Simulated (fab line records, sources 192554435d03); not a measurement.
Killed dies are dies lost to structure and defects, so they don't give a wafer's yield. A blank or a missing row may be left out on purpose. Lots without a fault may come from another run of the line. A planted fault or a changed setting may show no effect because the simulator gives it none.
A struck lot beside a sound one | flow n5_finfet | 15 steps out of a route of 1938
Sound: wafers L629.2, L629.4, L629.5. Struck: wafers L632.3, L632.5, L632.6. The cause comes at the end.
At each step with rows: each side's tool, then ch and its chambers, then its first start. Under that, the readings that differ: sound wafers | struck wafers | difference of the means | sigmas: that difference in standard deviations of wafers without a fault.
alike: readings whose means differ by less than 2 such deviations, and words and numbers that are the same on both sides. not compared: withheld readings, readings that some wafer has no value for, bounds like >300 that may hide the same value, and numbers for which the record gives no deviation and whose values overlap.
The two part at a step that has a row with sigmas, a row that says differs or no value, or rows on one side only. Numbers that don't overlap but have no deviation are shown without sigmas and don't part them. A reading that every wafer of one side lacks parts them only if that side has two wafers or more.

first, 7 steps without rows for these wafers: N5_BEOL_M8_COAT_60 (time 60 s, resist thk 35 nm); N5_BEOL_M8_COAT_05 (resist thk 90 nm); N5_BEOL_M8_EBR_07; N5_BEOL_M8_SOFTBAKE_06 (time 60 s); N5_BEOL_M8_EXPOSE_08 (exposes mask M8); N5_BEOL_M8_PEB_09 (peb time 60 s); N5_BEOL_M8_DEVELOP_10 (develop time 30 s).
N5_BEOL_M8_CD_MEAS_11: target cd 38.5 nm.
  sound on cd_sem-02 ch 0, day 10 15:26; struck on cd_sem-02 ch 0, day 11 03:07
  alike: cd_nm
N5_BEOL_M8_OVL_MEAS_12:
  sound on overlay-02 ch 0, day 10 15:28; struck on overlay-02 ch 0, day 11 03:08
  alike: M8_OVL
N5_BEOL_M8_INSPECT_13: inspects for defects (brightfield).
  sound on defect_inspect-01, day 10 15:29; struck on defect_inspect-02, day 11 03:10
  alike: raw_defect_count
N5_BEOL_M8_DESCUM_16: chemistry O2, time 7.9 s.
  sound on rie_diel-02 ch 0,1,3, day 10 15:31; struck on rie_diel-02 ch 1,2, day 11 03:12
  alike: drypump_motor_current_A, oes_product_au, rf_vpp_V, showerhead_plenum_p_Torr, throttle_valve_pct
  not compared: rf_hours_counter_h
N5_BEOL_M8_ETCH_61: etches SiARC in CF4, target depth 45.5 nm, time 75.8 s.
  sound on rie_diel-02 ch 0,1,3, day 10 15:33; struck on rie_diel-02 ch 1,2, day 11 03:14
  alike: bias_w, drypump_motor_current_A, etch_rf_on_time_s, oes_product_au, rf_vpp_V, showerhead_plenum_p_Torr, throttle_valve_pct
  not compared: rf_hours_counter_h
N5_BEOL_M8_ETCH_62: etches SOC in N2/H2, target depth 110 nm, overetch 22 nm, time 165 s.
  sound on rie_diel-02 ch 0,1,3, day 10 15:37; struck on rie_diel-02 ch 1,2, day 11 03:17
  reading      | sound             | struck            | difference | sigmas
  bias_w (W)   | 150.5 149.8 149.9 | 141.2 141.4 140.5 | -9.0       | -21
  rf_vpp_V (V) | 525.8 522.0 524.5 | 504.0 505.4 504.0 | -19.6      | -9
  alike: drypump_motor_current_A, oes_product_au, showerhead_plenum_p_Torr, throttle_valve_pct
  not compared: rf_hours_counter_h, model.SiARC_of_BEOL_M8_COAT_60.thk_nm
then, 1 step without rows for these wafers: N5_BEOL_M8_STRIP_68 (strips in N2/H2).
N5_PASSIVATION_PROBE_49:
  the record has rows for the sound wafers here (prober-02, day 13 15:37) and none for the struck ones

WHERE THEY PART
First at N5_BEOL_M8_ETCH_62; last, within this record, at N5_PASSIVATION_PROBE_49.

WHY: what the simulator had put in
Process parameter drift: rie_diel-02, from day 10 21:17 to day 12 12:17, at N5_BEOL_M8_ETCH_62. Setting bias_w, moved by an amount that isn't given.
